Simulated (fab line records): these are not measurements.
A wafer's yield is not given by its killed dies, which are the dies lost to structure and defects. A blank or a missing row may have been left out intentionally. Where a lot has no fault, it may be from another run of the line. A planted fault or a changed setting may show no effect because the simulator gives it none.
Chamber matching | flow n5 finfet | 4 sister chambers for N5_BEOL_M5_DESCUM_16 on rie diel-02
The step chemistry O2, time 7 s. 8 wafers are shown with their chamber, then 8 later ones without.

## WAFERS WITH THEIR CHAMBER
wafer  | chamber | showerhead plenum p Torr (Torr) | drypump motor current A (A)
L082.4 | 1       | 2.17                            | 5.7
L084.6 | 3       | 2.01                            | 6.5
L085.1 | 0       | 2.09                            | 6.5
L085.2 | 1       | 2.17                            | 5.7
L087.2 | 3       | 2.01                            | 6.5
L087.3 | 2       | 2.05                            | 5.8
L087.4 | 0       | 2.08                            | 6.6
L091.2 | 2       | 2.05                            | 5.9

## WAFERS WITH NO CHAMBER GIVEN
wafer  | showerhead plenum p Torr (Torr) | drypump motor current A (A)
L091.4 | 2.01                            | 6.5
L091.5 | 2.16                            | 5.7
L094.2 | 2.08                            | 6.5
L094.3 | 2.00                            | 6.5
L094.4 | 2.16                            | 5.7
L095.3 | 2.00                            | 6.5
L095.4 | 2.08                            | 6.5
L095.5 | 2.00                            | 6.5

## CHAMBER TAKEN BY EACH
wafer  | from the rows above | in truth
L091.4 | 3                   | 3
L091.5 | 1                   | 1
L094.2 | 0                   | 0
L094.3 | 3                   | 3
L094.4 | 1                   | 1
L095.3 | 3                   | 3
L095.4 | 0                   | 0
L095.5 | 3                   | 3
8 of 8 placed correctly. Left unplaced by these rows: 0. 0 placed wrongly.
How it was worked out, from the rows above alone: a wafer's distance from a chamber is the root of the sum, over the readings, of the square of ((its reading less the chamber's mean) divided by the reading's scatter). The wafer belongs to the nearest chamber; if the next one is less than 2 further off, it can't be placed. A chamber's mean is the mean of its shown wafers. The scatter: the root of (the sum of the squares of (reading less its chamber's mean) over the shown wafers, divided by (wafers less chambers)).
